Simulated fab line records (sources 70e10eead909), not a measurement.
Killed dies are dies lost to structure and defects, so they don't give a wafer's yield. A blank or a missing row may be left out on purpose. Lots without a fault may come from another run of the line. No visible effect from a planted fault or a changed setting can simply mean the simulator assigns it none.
Matching of chambers :: flow nandHarc :: NHARC_A_WL_FILL_ALD_00 on aldHk-01: 4 sister chambers
The step deposits Al2O3, target thk 3 nm, pulse time 3 s, ald cycles 30. 16 wafers are shown with their chamber, then 7 later ones without.

## EACH WAFER AND ITS CHAMBER
wafer: L748.1
chamber: 0
heaterPowerW (W): 491
precursorPulseHeightRel: 1.022

wafer: L748.2
chamber: 2
heaterPowerW (W): 494
precursorPulseHeightRel: 0.985

wafer: L748.3
chamber: 1
heaterPowerW (W): 517
precursorPulseHeightRel: 0.991

wafer: L751.3
chamber: 0
heaterPowerW (W): 474
precursorPulseHeightRel: 1.015

wafer: L751.4
chamber: 1
heaterPowerW (W): 493
precursorPulseHeightRel: 0.979

wafer: L751.5
chamber: 2
heaterPowerW (W): 514
precursorPulseHeightRel: 0.992

wafer: L753.1
chamber: 3
heaterPowerW (W): 379
precursorPulseHeightRel: 1.037

wafer: L753.5
chamber: 0
heaterPowerW (W): 475
precursorPulseHeightRel: 1.039

wafer: L753.6
chamber: 3
heaterPowerW (W): 363
precursorPulseHeightRel: 1.011

wafer: L754.1
chamber: 0
heaterPowerW (W): 471
precursorPulseHeightRel: 1.014

wafer: L754.4
chamber: 3
heaterPowerW (W): 369
precursorPulseHeightRel: 0.999

wafer: L754.5
chamber: 3
heaterPowerW (W): 372
precursorPulseHeightRel: 0.983

wafer: L756.2
chamber: 2
heaterPowerW (W): 516
precursorPulseHeightRel: 0.993

wafer: L756.3
chamber: 0
heaterPowerW (W): 481
precursorPulseHeightRel: 1.021

wafer: L756.5
chamber: 1
heaterPowerW (W): 502
precursorPulseHeightRel: 0.987

wafer: L759.2
chamber: 1
heaterPowerW (W): 514
precursorPulseHeightRel: 1.001

SIGNATURES, as means of the wafers listed above
reading: heaterPowerW
chamber 0: 478.40
chamber 1: 506.50
chamber 2: 508.00
chamber 3: 370.75
scatter within a chamber: 9.35

reading: precursorPulseHeightRel
chamber 0: 1.02220
chamber 1: 0.98950
chamber 2: 0.99000
chamber 3: 1.00750
scatter within a chamber: 0.0137
Rule: for each reading, subtract the chamber's mean from the wafer's reading, divide by that reading's scatter and square the result; add these up over the readings and take the root, which gives the wafer's distance from the chamber. If the next closest chamber is less than 2 further off than the closest, the wafer can't be placed; otherwise it belongs to the closest. The scatter: the root of (the sum of the squares of (reading less its chamber's mean) over the shown wafers, divided by (wafers less chambers)).

## WAFERS WHOSE CHAMBER IS MISSING
wafer: L759.4
heaterPowerW (W): 535
precursorPulseHeightRel: 1.001

wafer: L759.5
heaterPowerW (W): 509
precursorPulseHeightRel: 1.003

wafer: L765.1
heaterPowerW (W): 486
precursorPulseHeightRel: 0.964

wafer: L765.2
heaterPowerW (W): 512
precursorPulseHeightRel: 1.009

wafer: L765.6
heaterPowerW (W): 491
precursorPulseHeightRel: 1.008

wafer: L770.4
heaterPowerW (W): 517
precursorPulseHeightRel: 0.996

wafer: L770.6
heaterPowerW (W): 375
precursorPulseHeightRel: 1.015

## EACH ONE'S CHAMBER
wafer: L759.4
from the rows above: can't be placed: 2 or 1
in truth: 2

wafer: L759.5
from the rows above: can't be placed: 2 or 1
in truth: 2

wafer: L765.1
from the rows above: can't be placed: 1 or 2 or 0
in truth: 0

wafer: L765.2
from the rows above: can't be placed: 2 or 1
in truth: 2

wafer: L765.6
from the rows above: can't be placed: 0 or 1 or 2
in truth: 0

wafer: L770.4
from the rows above: can't be placed: 2 or 1
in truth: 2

wafer: L770.6
from the rows above: 3
in truth: 3
Correctly placed: 1 of 7. Unplaceable from these rows: 6, with the true chamber sitting among the candidates in 6. 0 placed wrongly.
